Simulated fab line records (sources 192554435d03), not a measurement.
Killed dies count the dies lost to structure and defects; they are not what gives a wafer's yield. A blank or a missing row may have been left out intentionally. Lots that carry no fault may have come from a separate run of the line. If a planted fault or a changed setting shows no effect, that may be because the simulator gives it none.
Chamber matching    flow n5-finfet    N5_BEOL_M7_CMP_52 on cmp-03: 4 sister chambers
The step polishes, stops on SiCOH lowk, t overpolish 6.9 s, target thk 80 nm. 4 wafers are shown with their chamber, then 11 later ones without.

## WAFERS, EACH WITH ITS CHAMBER
wafer   chamber  motor-current-A (A)
L088.3  2        5.4
L088.4  1        5.7
L090.4  0        6.6
L092.1  3        6.1

## WAFERS MISSING THEIR CHAMBER
wafer   motor-current-A (A)
L092.4  5.9
L092.6  6.0
L091.2  6.0
L091.4  6.6
L091.5  6.4
L093.1  6.1
L093.2  5.3
L093.6  5.4
L096.1  5.8
L096.2  5.4
L096.5  6.5

## EACH ONE'S CHAMBER
wafer    from the rows above       in truth
L092.4   can't be placed: 3 or 1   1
L092.6   can't be placed: 3 or 1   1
L091.2   can't be placed: 3 or 1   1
L091.4   0                         0
L091.5   can't be placed: 0 or 3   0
L093.1   3                         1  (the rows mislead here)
L093.2   2                         2
L093.6   2                         2
L096.1   can't be placed: 1 or 3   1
L096.2   2                         2
L096.5   0                         0
Correct placement for 5 of the 11. From these rows, 5 cannot be placed; in 5 the true chamber is one of the candidates. Placed wrongly: 1.
How it was worked out, from the rows above alone: a wafer's distance from a chamber is the root of the sum, over the readings, of the square of ((its reading less the chamber's mean) divided by the reading's scatter). If the next closest chamber is less than 2 further off than the closest, the wafer can't be placed; otherwise it belongs to the closest. A chamber's mean is the mean of its shown wafers. The scatter: with one shown wafer a chamber, the root of the mean of the squares of how far each hidden wafer lies from its nearest shown one.
